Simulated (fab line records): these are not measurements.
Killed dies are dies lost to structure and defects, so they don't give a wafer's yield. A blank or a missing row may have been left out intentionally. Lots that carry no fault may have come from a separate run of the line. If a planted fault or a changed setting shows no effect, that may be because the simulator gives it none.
Which tool was responsible? -- flow n5Finfet -- Sampling: 8 lots, 23 wafers, 5 of 1938 route steps

WHAT THE GAUGES SHOWED, per wafer
N5_BEOL_M4_RC_MEAS_101.
lot,measured,on,DIBL_N (mV/V)
L573,day 9 09:13,prober-01,36.5 34.8 40.1
L575,day 9 17:25,prober-01,38.8 38.9 37.1
L579,day 10 19:25,prober-01,37.4 37.1
L585,day 12 22:21,prober-02,32.4 35.1 36.2
L586,day 12 22:43,prober-01,31.2 35.4 31.6
L587,day 13 00:56,prober-02,35.1 36.0 34.2
L590,day 14 07:43,prober-02,37.7 40.0 35.8
L591,day 14 06:08,prober-01,37.3 37.0 33.1

WHAT TOOL EACH LOT RAN ON (gives the tool, then ch and the chambers of the sampled wafers, and finally the start)
lot,N5_HKMG_FIN_ETCH_55,N5_HKMG_FIN_ALD_79,N5_HKMG_FIN_ALD_36,N5_HKMG_FIN_PWFM_ALD_03
L573,"rieDiel-01 ch 0,2,3, day 5 08:31","aldMetal-02 ch 1,2,3, day 5 09:47","aldMetal-04 ch 0,1,3, day 5 10:33","aldMetal-02 ch 0,2,3, day 5 10:52"
L575,"rieDiel-05 ch 1,2,3, day 5 18:27","aldMetal-04 ch 0,3, day 5 19:44","aldMetal-02 ch 0,2,3, day 5 20:43","aldMetal-01 ch 2,3, day 5 21:02"
L579,"rieDiel-05 ch 0,2, day 6 18:16","aldMetal-02 ch 1,2, day 6 19:32","aldMetal-04 ch 1,2, day 6 20:21","aldMetal-02 ch 0,3, day 6 20:40"
L585,"rieDiel-05 ch 0,1,3, day 8 06:44","aldMetal-02 ch 0,1, day 8 08:01","aldMetal-04 ch 0,3, day 8 09:00","aldMetal-01 ch 0,1, day 8 09:19"
L586,"rieDiel-01 ch 0,3, day 8 10:29","aldMetal-04 ch 0,1,3, day 8 11:45","aldMetal-02 ch 0,1,2, day 8 12:31","aldMetal-04 ch 0,1, day 8 12:50"
L587,"rieDiel-03 ch 0,3, day 8 19:27","aldMetal-02 ch 0,1,2, day 8 20:44","aldMetal-01 ch 0,2,3, day 8 21:34","aldMetal-02 ch 0,2, day 8 21:53"
L590,"rieDiel-05 ch 0,2,3, day 9 12:54","aldMetal-04 ch 1,2,3, day 9 14:11","aldMetal-02 ch 0,1,2, day 9 15:13","aldMetal-02 ch 1,2,3, day 9 15:31"
L591,"rieDiel-01 ch 1,2,3, day 9 20:32","aldMetal-04 ch 0,1,3, day 9 21:49","aldMetal-04 ch 0,2,3, day 9 22:42","aldMetal-01 ch 0,1, day 9 23:01"
- N5_HKMG_FIN_ETCH_55: etches SOC in N2/H2, target depth 240 nm, time 300 s.
- N5_HKMG_FIN_ALD_79: deposits TiN, target thk 1.5 nm, pulse time 1 s, purge time 3 s.
- N5_HKMG_FIN_ALD_36: deposits TiN, target thk 1 nm, pulse time 1 s, purge time 3 s.
- N5_HKMG_FIN_PWFM_ALD_03: deposits TiN, target thk 2 nm, pulse time 1 s, purge time 3 s.

THE ANSWER, worked out from the rows above alone
Rule: what is usual is taken from the lots themselves. The widest of any qualifying gaps counts: lots, ordered by their means at a reading, are off when they make up no more than a third of the lots, leave a main group of 4 or more, and stand apart from it by 3 or more times the standard deviation of that group's means. The tables above print the reading to a certain number of digits; a main group whose means all agree to those digits is not used. A lot without any number at a reading at which 4 lots or more have one is off too. The other lots that the step has rows for count as sound.
Nothing can be told from this: no lot is off at any reading shown.

WHAT WAS PUT IN BY THE SIMULATOR
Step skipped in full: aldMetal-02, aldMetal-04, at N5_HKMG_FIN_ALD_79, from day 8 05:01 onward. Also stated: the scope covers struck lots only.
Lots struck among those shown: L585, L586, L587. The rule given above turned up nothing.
